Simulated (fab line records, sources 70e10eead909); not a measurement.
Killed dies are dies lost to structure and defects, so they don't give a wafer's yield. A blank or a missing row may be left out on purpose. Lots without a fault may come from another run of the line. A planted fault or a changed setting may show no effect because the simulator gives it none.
fab line records | flow nand_harc
record lots=6 wafers=18 last_day=33
route steps=1302 shown A_BLC@1125 A_M0@1137 END@1302
lots that met no fault: from a run of the same line without faults
start_h: hours from the record's first day to the start of the lot's first wafer shown | wait_h: hours since the lot's step before | " the same as in the row above | L1.1+2: a row that stands for several wafers | - no value, or no start given | * or withheld: withheld | < > ~ a bound
route shown NAME@n: a module of which the file shows steps, and the number in the route of the first | usual: mean/standard deviation of fault-free wafers | same: alike in all rows | chamber/n: place in a boat | sites: the reading at each site | _std_site: their standard deviation | _edge_site: outer sites' mean less inner sites' | radius_mm: how far each site lies from the wafer's centre | mask NAME#n: copy n | behind: the tool/chamber that last shaped the wafer | hold: why the lot was held/for how many hours/how that ended | device: the transistor (n, p or np) that didn't switch | end of line: the same wafers' tests at the end of the route | a step without rows: its recipe alone | killed: dies lost to structure and defects at the first sort, not the wafer's yield | map: a wafer's dies, x killed, . not, _ none there
set.NAME: the setting as run; set.NAME@STEP: as run at that earlier step | model.NAME: the simulator's own value behind a step, which no gauge read
lots at some steps of the route; a table a step, a row a wafer
services: from which hour (start_h, from the record's first day; less than 0 if before it) a tool's chamber was out of use, for how many hours, and why
## steps
# step NHARC_A_BLC_STRIP_29
# recipe cf4_flow_sccm=150 ar_flow_sccm=0 bias_w=0 chemistry=CF4
# usual chamber_pressure_mTorr=50.00/0.046 drypump_motor_current_A=5.6/0.38 oes_product_au=1.001/0.0071 rf_vpp_V=59.3/0.79 showerhead_plenum_p_Torr=1.74/0.082 throttle_valve_pct=13.284/0.0097
# columns lot.wafer tool chamber start_h wait_h chamber_pressure_mTorr drypump_motor_current_A oes_product_au rf_hours_counter_h rf_vpp_V showerhead_plenum_p_Torr throttle_valve_pct
L371.4 rie_diel-08 2 535.05 0.1 50.02 6.1 0.992 8 59.9 1.67 13.283
L371.1 " 3 " " 50.01 5.3 0.997 8 58.7 1.68 13.273
L371.2 " 0 " " 50.00 5.9 1.002 8 58.2 1.72 13.274
L376.3 rie_diel-08 3 589.12 0.1 49.97 5.3 1.000 2 60.0 1.68 13.299
L376.2 " 0 " " 49.98 5.9 1.000 3 59.7 1.72 13.285
L376.6 " 1 " " 50.03 5.8 0.998 - 58.9 1.86 13.298
L379.1 rie_diel-10 2 622.55 0.1 49.99 5.1 0.997 2 59.4 1.82 13.281
L379.3 " 0 " " 49.96 5.5 1.012 1 59.8 1.87 13.281
L379.5 " 1 " " 50.00 5.3 0.999 - 60.4 1.66 13.294
L382.1 rie_diel-10 2 638.53 0.1 50.06 5.1 1.016 3 59.6 1.82 13.279
L382.6 " 2 " " 49.98 5.1 1.007 - 60.2 1.82 13.289
L382.5 " 0 " " 49.89 5.5 1.014 - 59.2 1.87 13.281
L386.3 rie_diel-12 1 678.94 0.1 50.01 5.1 0.993 15 59.6 1.71 13.283
L386.2 " 2 " " 49.97 6.0 0.999 13 58.3 1.66 13.275
L386.5 " 0 " " 49.98 6.6 1.001 - 59.9 1.66 13.295
L392.1 rie_diel-12 2 757.61 0.1 49.98 6.0 1.007 39 58.6 1.66 13.287
L392.5 " 1 " " 50.10 5.2 0.993 - 59.2 1.70 13.286
L392.4 " 0 " " 50.03 6.6 1.008 - 58.9 1.66 13.285
# step NHARC_A_BLC_STRIP_21
# recipe o2_flow_sccm=500 ar_flow_sccm=0 bias_w=0 chemistry=O2
# usual chamber_pressure_mTorr=60.01/0.058 drypump_motor_current_A=5.6/0.37 oes_product_au=0.999/0.008 rf_vpp_V=57.6/0.92 showerhead_plenum_p_Torr=3.46/0.17 throttle_valve_pct=17.036/0.0088
# columns lot.wafer tool chamber start_h wait_h chamber_pressure_mTorr drypump_motor_current_A oes_product_au rf_hours_counter_h rf_vpp_V showerhead_plenum_p_Torr throttle_valve_pct
L371.1 rie_diel-08 2 535.16 0.1 60.00 6.1 0.980 8 56.3 3.33 17.033
L371.2 " 3 " " 59.93 5.2 0.995 8 58.3 3.34 17.020
L371.4 " 0 " " 59.96 5.9 1.005 8 57.3 3.43 17.046
L376.2 rie_diel-08 0 589.22 0.1 59.94 5.9 0.998 3 57.4 3.43 17.048
L376.3 " 1 " " 59.97 5.8 0.994 1 56.8 3.72 17.050
L376.6 " 2 " " 59.99 6.1 1.002 - 58.1 3.33 17.026
L379.1 rie_diel-10 3 622.66 0.1 60.00 5.6 0.993 1 57.2 3.38 17.042
L379.3 " 0 " " 59.91 5.5 1.006 2 57.4 3.73 17.011
L379.5 " 2 " " 60.01 5.1 1.000 - 58.7 3.63 17.041
L382.1 rie_diel-10 0 638.66 0.1 60.05 5.5 1.004 3 57.8 3.73 17.033
L382.6 " 2 " " 59.95 5.1 0.995 - 57.7 3.63 17.028
L382.5 " 0 " " 59.93 5.5 1.003 - 58.4 3.73 17.045
L386.2 rie_diel-12 1 679.03 0.1 59.98 5.1 0.990 15 58.0 3.41 17.036
L386.3 " 0 " " 60.04 6.6 1.004 14 58.8 3.31 17.039
L386.5 " 1 " " 60.03 5.2 0.989 - 56.6 3.41 17.048
L392.1 rie_diel-12 1 757.74 0.1 60.03 5.1 0.997 36 56.9 3.40 17.042
L392.5 " 1 " " 59.97 5.2 0.997 - 57.9 3.40 17.041
L392.4 " 2 " " 60.05 6.0 1.004 - 56.5 3.30 17.044
# step NHARC_A_BLC_STRIP_22
# recipe time_s=600 temp_c=30 chemistry=post_etch_residue_remover
# step NHARC_A_BLC_DEGAS_30
# recipe temp_c=300 time_s=60
# usual heater_power_w=476/37
# columns lot.wafer tool chamber start_h wait_h heater_power_w
L371.4 pvd_sputter-01 - 535.59 - 542
L371.1 " - " " 515
L371.2 " - " " 455
L376.2 pvd_sputter-02 - 589.62 - 475
L376.3 " - " " 463
L376.6 " - " " 479
L379.3 pvd_sputter-02 - 623.06 - 432
L379.1 " - " " 469
L379.5 " - " " 439
L382.1 pvd_sputter-01 - 639.10 - 515
L382.6 " - " " 451
L382.5 " - " " 421
L386.2 pvd_sputter-02 - 679.46 - 467
L386.3 " - " " 466
L386.5 " - " " 458
L392.4 pvd_sputter-03 - 758.17 - 490
L392.1 " - " " 525
L392.5 " - " " 499
# step NHARC_A_BLC_PRE_CLEAN_31
# recipe time_s=15 bias_v=250 gas=Ar
# step NHARC_A_BLC_PVD_32
# recipe target_thk_a=50 chamber_pressure_pa=5 power_w=5000 substrate_temp_c=200 time_s=17.7 material=Ti
# usual cathode_dc_power_W=4999.9/0.95 throttle_valve_pct=29.7/0.74
# columns lot.wafer tool chamber start_h wait_h cathode_dc_power_W throttle_valve_pct
L371.1 pvd_sputter-01 - - - 4998.5 28.3
L371.4 " - " " 5001.2 29.7
L371.2 " - " " 4998.9 31.0
L376.3 pvd_sputter-02 - - - 5000.5 30.3
L376.2 " - " " 4999.7 30.2
L376.6 " - " " 4999.3 29.2
L379.1 pvd_sputter-02 - - - 5000.9 29.2
L379.3 " - " " 5000.1 30.1
L379.5 " - " " 4999.7 28.9
L382.1 pvd_sputter-01 - - - 5001.0 30.4
L382.5 " - " " 4998.2 29.5
L382.6 " - " " 5000.3 29.3
L386.3 pvd_sputter-02 - - - 4999.6 28.9
L386.2 " - " " 5000.4 30.7
L386.5 " - " " 4999.6 29.0
L392.1 pvd_sputter-03 - - - 5001.7 29.3
L392.4 " - " " 5001.0 31.8
L392.5 " - " " 5001.6 29.3
# step NHARC_A_BLC_ALD_23
# recipe target_thk_a=30 pulse_time_s=1 ald_cycles=150 temp_c=450 material=TiN
# step NHARC_A_BLC_CVD_24
# recipe target_thk_a=1500 temp_c=300 pressure_torr=40 wf6_flow_sccm=40 h2_flow_sccm=1600 ar_flow_sccm=1560 time_s=434 material=W
# usual heater_power_w=499/41 throttle_valve_pct=8.0/0.37
# columns lot.wafer tool chamber start_h wait_h heater_power_w throttle_valve_pct
L371.1 cvd_w-02 1 - - 452 8.6
L371.2 " 0 " " 512 8.1
L371.4 " 1 " " 446 8.5
L376.2 cvd_w-01 1 - - 459 7.2
L376.3 " 0 " " 560 8.0
L376.6 " 0 " " 549 7.5
L379.1 cvd_w-01 1 - - 470 7.5
L379.3 " 1 " " 474 7.8
L379.5 " 1 " " 468 7.6
L382.1 cvd_w-01 0 - - 559 7.8
L382.6 " 0 " " 551 7.5
L382.5 " 1 " " 452 7.6
L386.2 cvd_w-02 0 - - 517 8.5
L386.3 " 1 " " 455 8.0
L386.5 " 0 " " 509 8.2
L392.1 cvd_w-02 0 - - 502 8.6
L392.4 " 0 " " 511 8.4
L392.5 " 0 " " 504 8.7
# step NHARC_A_BLC_CMP_25
# recipe t_overpolish_s=30 target_thk_nm=150
# step NHARC_A_BLC_SRD_27
# step NHARC_A_BLC_INSPECT_28
# usual raw_defect_count=522/120
# columns lot.wafer tool chamber start_h wait_h raw_defect_count
L371.1 defect_inspect-02 - 536.95 0.1 567
L371.2 " - " " 757
L371.4 " - " " 513
L376.2 defect_inspect-02 - 591.02 0.1 603
L376.3 " - " " 472
L376.6 " - " " 600
L379.1 defect_inspect-01 - 624.44 0.1 671
L379.3 " - " " 536
L379.5 " - " " 621
L382.1 defect_inspect-02 - 640.47 0.1 376
L382.5 " - " " 450
L382.6 " - " " 395
L386.2 defect_inspect-02 - 680.84 0.1 452
L386.3 " - " " 519
L386.5 " - " " 420
L392.1 defect_inspect-01 - 759.55 0.1 554
L392.4 " - " " 557
L392.5 " - " " 453
# step NHARC_A_M0_DEP_00
# recipe target_thk_a=1500 target_thk_nm=150 temp_c=withheld pressure_torr=5 flow_sccm=200 rf_w=600 material=SiOC
# usual chamber_pressure_Torr=4.998/0.01 rf_fwd_power_W=598.7/1.8
# columns lot.wafer tool chamber start_h wait_h chamber_pressure_Torr rf_fwd_power_W
L371.2 pecvd-01 1 537.02 0.1 4.995 598.7
L371.1 " 2 " " 4.992 602.0
L371.4 " 0 " " 4.995 597.8
L376.3 pecvd-04 0 591.20 0.2 4.988 599.0
L376.2 " 2 " " 5.002 598.9
L376.6 " 0 " " 4.987 597.0
L379.3 pecvd-04 0 624.55 0.1 - -
L379.1 " 1 " " - -
L379.5 " 0 " " - -
L382.1 pecvd-01 0 640.61 0.1 - -
L382.5 " 1 " " - -
L382.6 " 2 " " - -
L386.2 pecvd-04 1 680.92 0.1 5.006 595.5
L386.3 " 0 " " 5.024 598.4
L386.5 " 0 " " 5.020 600.4
L392.1 pecvd-01 0 759.71 0.2 5.023 597.6
L392.5 " 1 " " 4.990 599.7
L392.4 " 2 " " 4.992 600.1
# step NHARC_A_M0_DEHYDRATE_01
# recipe temp_c=150 time_s=120
# step NHARC_END_SORT_01
# recipe temp_c=25
# usual defect_limited_yield=92/3 killed_at_array=52/20 killed_at_other=1.0/1.3 killed_at_periphery=3.7/2.2 killed_dies=57/20 killed_open=3.2/1.6 killed_short=2.4/1.6 sort_bin_2_pct=2.9/1.4 sort_bin_3_pct=0.6/0.41 sort_bin_4_pct=4.8/1.5 sort_n_pass=620/20 sort_rim_yield_pct=93/3.5 sort_yield_pct=92/3
# same gross_dies=677 sort_bin_5_pct[%]=0 sort_bin_6_pct[%]=0 sort_bin_7_pct[%]=0 sort_bin_8_pct[%]=0 sort_rim_n_gross=106.00
# columns lot.wafer tool chamber start_h wait_h defect_limited_yield[%] killed_at_array killed_at_other killed_at_periphery killed_dies killed_open killed_short sort_bin_2_pct[%] sort_bin_3_pct[%] sort_bin_4_pct[%] sort_n_pass sort_rim_yield_pct[%] sort_yield_pct[%]
L371.1 prober-01 0 577.18 2.5 89 72 2 2 76 5 2 4.6 0.6 6.1 601 88 89
L371.2 prober-01 0 578.00 2.8 90 56 5 4 65 2 4 3.7 0.4 5.5 612 95 90
L371.4 prober-01 0 579.62 3.4 91 61 2 0 63 3 3 3.2 1.0 5.0 614 93 91
L376.2 prober-01 0 633.42 2.8 85 97 2 5 104 4 1 6.2 1.3 7.8 573 87 85
L376.3 prober-01 0 634.21 3.1 88 78 0 3 81 0 4 4.7 0.6 6.6 596 92 88
L376.6 prober-01 0 636.59 4.0 87 82 2 4 88 2 3 5.2 1.8 6.1 589 91 87
L379.1 prober-01 0 664.91 2.5 0 669 4 4 677 6 3 91.6 1.0 7.4 0 0 0
L379.3 prober-01 0 666.49 3.1 0 675 1 1 677 7 4 93.9 1.0 5.0 0 0 0
L379.5 prober-01 0 668.06 3.6 0 675 1 1 677 2 2 92.3 1.5 6.2 0 0 0
L382.1 prober-02 0 681.31 2.5 0 672 0 5 677 1 2 97.0 0.4 2.5 0 0 0
L382.5 prober-02 0 684.49 3.7 0 672 0 5 677 6 3 97.8 0.1 2.1 0 0 0
L382.6 prober-02 0 685.28 4.0 0 675 0 2 677 3 1 97.0 0.1 2.8 0 0 0
L386.2 prober-02 0 720.28 2.8 91 51 1 6 58 6 3 2.5 0.4 5.6 619 94 91
L386.3 prober-02 0 721.08 3.1 92 44 0 7 51 5 4 2.1 0.4 5.0 626 95 92
L386.5 prober-02 0 722.68 3.7 93 44 0 4 48 4 0 2.2 0.1 4.7 629 95 93
L392.1 prober-01 0 799.20 2.5 92 51 0 5 56 2 4 3.0 0.3 5.0 621 96 92
L392.4 prober-01 0 801.61 3.4 89 67 2 3 72 1 5 3.4 0.7 6.5 605 96 89
L392.5 prober-01 0 802.42 3.7 90 58 2 7 67 4 3 3.0 0.7 6.2 610 93 90
# killed by level:class
L371.1 A_CHANNEL_HOLE_D2:chamber_film_flake=30 A_SLIT:chamber_film_flake=26 A_CHANNEL_HOLE_D1:chamber_film_flake=3 A_CHANNEL_FILL_D2:chamber_film_flake=3 A_CONTACT:chamber_film_flake=3 THIN_TSV:chamber_film_flake=2 P_STI:geometric_particle:open=1 A_ONON_D1:geometric_particle:open=1
L371.2 A_CHANNEL_HOLE_D2:chamber_film_flake=25 A_SLIT:chamber_film_flake=23 THIN_TSV:chamber_film_flake=5 P_ZERO_WELL:chamber_film_flake=2 P_STI:geometric_particle:open=1 A_CHANNEL_FILL_D2:geometric_particle:short=1 A_SGD_CUT:geometric_particle:short=1 A_WL_FILL:geometric_particle:open=1
L371.4 A_CHANNEL_HOLE_D2:chamber_film_flake=29 A_SLIT:chamber_film_flake=22 A_WL_FILL:geometric_particle:open=3 A_CONTACT:chamber_film_flake=2 THIN_TSV:chamber_film_flake=2 A_CHANNEL_FILL_D1:geometric_particle:short=1 A_SGD_CUT:geometric_particle:short=1 A_WL_FILL:geometric_particle:short=1
L376.2 A_SLIT:chamber_film_flake=30 A_CHANNEL_HOLE_D1:chamber_film_flake=28 A_CHANNEL_HOLE_D2:chamber_film_flake=27 A_CONTACT:chamber_film_flake=4 P_ZERO_WELL:chamber_film_flake=3 A_STAIRCASE:chamber_film_flake=3 STARTING-WAFER:geometric_particle:open=2 P_CONTACT:geometric_particle:open=1
L376.3 A_SLIT:chamber_film_flake=25 A_CHANNEL_HOLE_D1:chamber_film_flake=19 A_CHANNEL_HOLE_D2:chamber_film_flake=18 A_CONTACT:chamber_film_flake=5 P_ZERO_WELL:chamber_film_flake=3 A_STAIRCASE:chamber_film_flake=3 A_ONON_D2:geometric_particle:short=2 A_WL_FILL:chamber_film_flake=2
L376.6 A_SLIT:chamber_film_flake=28 A_CHANNEL_HOLE_D2:chamber_film_flake=23 A_CHANNEL_HOLE_D1:chamber_film_flake=18 A_CONTACT:chamber_film_flake=4 A_WL_FILL:chamber_film_flake=3 P_ZERO_WELL:chamber_film_flake=2 A_DECK1_JOINT:chamber_film_flake=2 P_GATE:geometric_particle:short=1
L379.1 A_M0:area_dep=584 A_SLIT:chamber_film_flake=34 A_CHANNEL_HOLE_D1:chamber_film_flake=25 A_CHANNEL_HOLE_D2:chamber_film_flake=12 THIN_TSV:chamber_film_flake=4 A_WL_FILL:chamber_film_flake=2 P_M0:geometric_particle:open=1 P_M0:geometric_particle:short=1
L379.3 A_M0:area_dep=604 A_SLIT:chamber_film_flake=27 A_CHANNEL_HOLE_D1:chamber_film_flake=23 A_CHANNEL_HOLE_D2:chamber_film_flake=6 A_SOURCE_PLATE:geometric_particle:short=2 A_CONTACT:geometric_particle:open=2 A_ONON_D1:geometric_particle:open=1 A_ONON_D2:geometric_particle:open=1
L379.5 A_M0:area_dep=598 A_SLIT:chamber_film_flake=33 A_CHANNEL_HOLE_D1:chamber_film_flake=24 A_CHANNEL_HOLE_D2:chamber_film_flake=10 A_WL_FILL:chamber_film_flake=3 A_STAIRCASE:chamber_film_flake=2 A_CHANNEL_FILL_D1:geometric_particle:short=1 A_CHANNEL_FILL_D2:geometric_particle:short=1
L382.1 A_M0:area_dep=649 A_CHANNEL_HOLE_D1:chamber_film_flake=8 A_STAIRCASE:chamber_film_flake=5 A_CONTACT:chamber_film_flake=3 P_GATE:chamber_film_flake=2 A_SLIT:chamber_film_flake=2 P_GATE:geometric_particle:short=1 A_DECK1_JOINT:geometric_particle:open=1
L382.5 A_M0:area_dep=652 A_STAIRCASE:chamber_film_flake=6 A_CHANNEL_HOLE_D1:chamber_film_flake=3 A_CONTACT:chamber_film_flake=3 P_M0:geometric_particle:open=2 A_SLIT:chamber_film_flake=2 P_CONTACT:geometric_particle:short=1 P_M1:geometric_particle:open=1
L382.6 A_M0:area_dep=649 A_CHANNEL_HOLE_D1:chamber_film_flake=9 A_STAIRCASE:chamber_film_flake=4 A_SLIT:chamber_film_flake=4 A_CONTACT:chamber_film_flake=4 A_ONON_D1:geometric_particle:open=1 A_BLC:geometric_particle:short=1 A_M0:geometric_particle:open=1
L386.2 A_CHANNEL_HOLE_D2:chamber_film_flake=18 A_CHANNEL_HOLE_D1:chamber_film_flake=13 A_CONTACT:chamber_film_flake=5 P_STI:chamber_film_flake=3 A_SLIT:chamber_film_flake=3 P_M0:geometric_particle:short=1 A_CHANNEL_FILL_D1:geometric_particle:open=1 A_DECK1_JOINT:geometric_particle:open=1
L386.3 A_CHANNEL_HOLE_D2:chamber_film_flake=22 A_SLIT:chamber_film_flake=5 A_CHANNEL_HOLE_D1:chamber_film_flake=4 A_M0:geometric_particle:open=2 P_M2:chamber_film_flake=2 A_DECK1_JOINT:chamber_film_flake=2 A_CONTACT:chamber_film_flake=2 P_M0:geometric_particle:short=1
L386.5 A_CHANNEL_HOLE_D2:chamber_film_flake=18 A_CHANNEL_HOLE_D1:chamber_film_flake=8 A_CONTACT:chamber_film_flake=5 A_SLIT:chamber_film_flake=3 A_CHANNEL_FILL_D1:chamber_film_flake=3 A_M0:geometric_particle:open=2 A_DECK1_JOINT:chamber_film_flake=2 A_STAIRCASE:chamber_film_flake=2
L392.1 A_CHANNEL_HOLE_D2:chamber_film_flake=28 A_CONTACT:chamber_film_flake=9 A_SLIT:chamber_film_flake=6 P_GATE:chamber_film_flake=4 P_STI:geometric_particle:open=1 A_ONON_D2:geometric_particle:short=1 A_CHANNEL_FILL_D2:geometric_particle:short=1 A_SGD_CUT:geometric_particle:short=1
L392.4 A_CHANNEL_HOLE_D2:chamber_film_flake=37 A_SLIT:chamber_film_flake=12 A_CONTACT:chamber_film_flake=8 A_M1:chamber_film_flake=5 STARTING-WAFER:geometric_particle:short=2 A_STAIRCASE:chamber_film_flake=2 P_CONTACT:geometric_particle:open=1 A_ONON_D1:geometric_particle:short=1
L392.5 A_CHANNEL_HOLE_D2:chamber_film_flake=31 A_CONTACT:chamber_film_flake=11 A_SLIT:chamber_film_flake=7 P_GATE:chamber_film_flake=3 P_ZERO_WELL:chamber_film_flake=2 A_M1:chamber_film_flake=2 P_CONTACT:geometric_particle:open=1 P_M0:geometric_particle:open=1
# map L379.1 (x killed, . not)
____________x____________
_________xxxxxxx_________
_______xxxxxxxxxxx_______
______xxxxxxxxxxxxx______
_____xxxxxxxxxxxxxxx_____
____xxxxxxxxxxxxxxxxx____
____xxxxxxxxxxxxxxxxx____
___xxxxxxxxxxxxxxxxxxx___
___xxxxxxxxxxxxxxxxxxx___
__xxxxxxxxxxxxxxxxxxxxx__
__xxxxxxxxxxxxxxxxxxxxx__
_xxxxxxxxxxxxxxxxxxxxxxx_
_xxxxxxxxxxxxxxxxxxxxxxx_
_xxxxxxxxxxxxxxxxxxxxxxx_
_xxxxxxxxxxxxxxxxxxxxxxx_
_xxxxxxxxxxxxxxxxxxxxxxx_
xxxxxxxxxxxxxxxxxxxxxxxxx
xxxxxxxxxxxxxxxxxxxxxxxxx
xxxxxxxxxxxxxxxxxxxxxxxxx
xxxxxxxxxxxxxxxxxxxxxxxxx
xxxxxxxxxxxxxxxxxxxxxxxxx
_xxxxxxxxxxxxxxxxxxxxxxx_
_xxxxxxxxxxxxxxxxxxxxxxx_
_xxxxxxxxxxxxxxxxxxxxxxx_
_xxxxxxxxxxxxxxxxxxxxxxx_
_xxxxxxxxxxxxxxxxxxxxxxx_
__xxxxxxxxxxxxxxxxxxxxx__
__xxxxxxxxxxxxxxxxxxxxx__
___xxxxxxxxxxxxxxxxxxx___
___xxxxxxxxxxxxxxxxxxx___
____xxxxxxxxxxxxxxxxx____
____xxxxxxxxxxxxxxxxx____
_____xxxxxxxxxxxxxxx_____
______xxxxxxxxxxxxx______
_______xxxxxxxxxxx_______
_________xxxxxxx_________
____________x____________
# map L382.1 (x killed, . not)
____________x____________
_________xxxxxxx_________
_______xxxxxxxxxxx_______
______xxxxxxxxxxxxx______
_____xxxxxxxxxxxxxxx_____
____xxxxxxxxxxxxxxxxx____
____xxxxxxxxxxxxxxxxx____
___xxxxxxxxxxxxxxxxxxx___
___xxxxxxxxxxxxxxxxxxx___
__xxxxxxxxxxxxxxxxxxxxx__
__xxxxxxxxxxxxxxxxxxxxx__
_xxxxxxxxxxxxxxxxxxxxxxx_
_xxxxxxxxxxxxxxxxxxxxxxx_
_xxxxxxxxxxxxxxxxxxxxxxx_
_xxxxxxxxxxxxxxxxxxxxxxx_
_xxxxxxxxxxxxxxxxxxxxxxx_
xxxxxxxxxxxxxxxxxxxxxxxxx
xxxxxxxxxxxxxxxxxxxxxxxxx
xxxxxxxxxxxxxxxxxxxxxxxxx
xxxxxxxxxxxxxxxxxxxxxxxxx
xxxxxxxxxxxxxxxxxxxxxxxxx
_xxxxxxxxxxxxxxxxxxxxxxx_
_xxxxxxxxxxxxxxxxxxxxxxx_
_xxxxxxxxxxxxxxxxxxxxxxx_
_xxxxxxxxxxxxxxxxxxxxxxx_
_xxxxxxxxxxxxxxxxxxxxxxx_
__xxxxxxxxxxxxxxxxxxxxx__
__xxxxxxxxxxxxxxxxxxxxx__
___xxxxxxxxxxxxxxxxxxx___
___xxxxxxxxxxxxxxxxxxx___
____xxxxxxxxxxxxxxxxx____
____xxxxxxxxxxxxxxxxx____
_____xxxxxxxxxxxxxxx_____
______xxxxxxxxxxxxx______
_______xxxxxxxxxxx_______
_________xxxxxxx_________
____________x____________
## services
# columns tool chamber start_h hours kind
rie_diel-12 0 513.71 4.4 repair
rie_diel-08 - 528.04 0.5 repair
rie_diel-12 2 530.79 7.1 repair
pvd_sputter-02 - 540.03 2.4 repair
rie_diel-08 - 544.80 9.0 pm
pvd_sputter-01 - 553.21 1.1 repair
rie_diel-08 1 558.82 10.3 repair
pvd_sputter-01 - 582.00 10.0 pm
rie_diel-08 - 595.21 0.5 repair
rie_diel-10 - 596.57 9.0 pm
rie_diel-08 2 619.12 2.3 repair
rie_diel-12 - 623.27 9.0 pm
pvd_sputter-02 - 626.80 3.5 repair
pvd_sputter-01 - 634.66 4.1 repair
rie_diel-10 3 638.22 4.4 repair
rie_diel-12 - 654.28 0.7 repair
pvd_sputter-02 - 658.26 10.0 pm
rie_diel-10 - 692.57 0.8 repair
rie_diel-10 3 708.34 6.6 repair
rie_diel-08 1 710.11 7.4 repair
rie_diel-08 - 714.54 9.4 repair
rie_diel-08 - 723.95 9.0 pm
rie_diel-12 0 732.23 8.4 repair
rie_diel-12 1 736.29 10.1 repair
## key
first_sign step=NHARC_A_M0_DEP_00 reading=tool_record direction=missing
effect step=NHARC_END_SORT_01 reading=sort_bin_2_pct direction=up sigmas=65 usual=2.9 struck=95.0
more_kills_born_at NHARC_A_M0_DEP_00@pecvd-01=1950 NHARC_A_M0_DEP_00@pecvd-04=1786
met_at NHARC_A_M0_DEP_00
struck_wafers L379.1,L379.3,L379.5,L382.1,L382.5,L382.6
later_rows_left_out L379.1,L379.3,L379.5,L382.1,L382.5,L382.6
onset_between 591.20 624.55
fault kind=skipped_step_whole tool=pecvd-01,pecvd-04 chamber=- onset_h=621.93 steps=NHARC_A_M0_DEP_00 scope=struck_lots_only
# later_rows_left_out: the simulator's readings of these wafers behind a module that went badly wrong aren't trusted and aren't shown, but for the sort
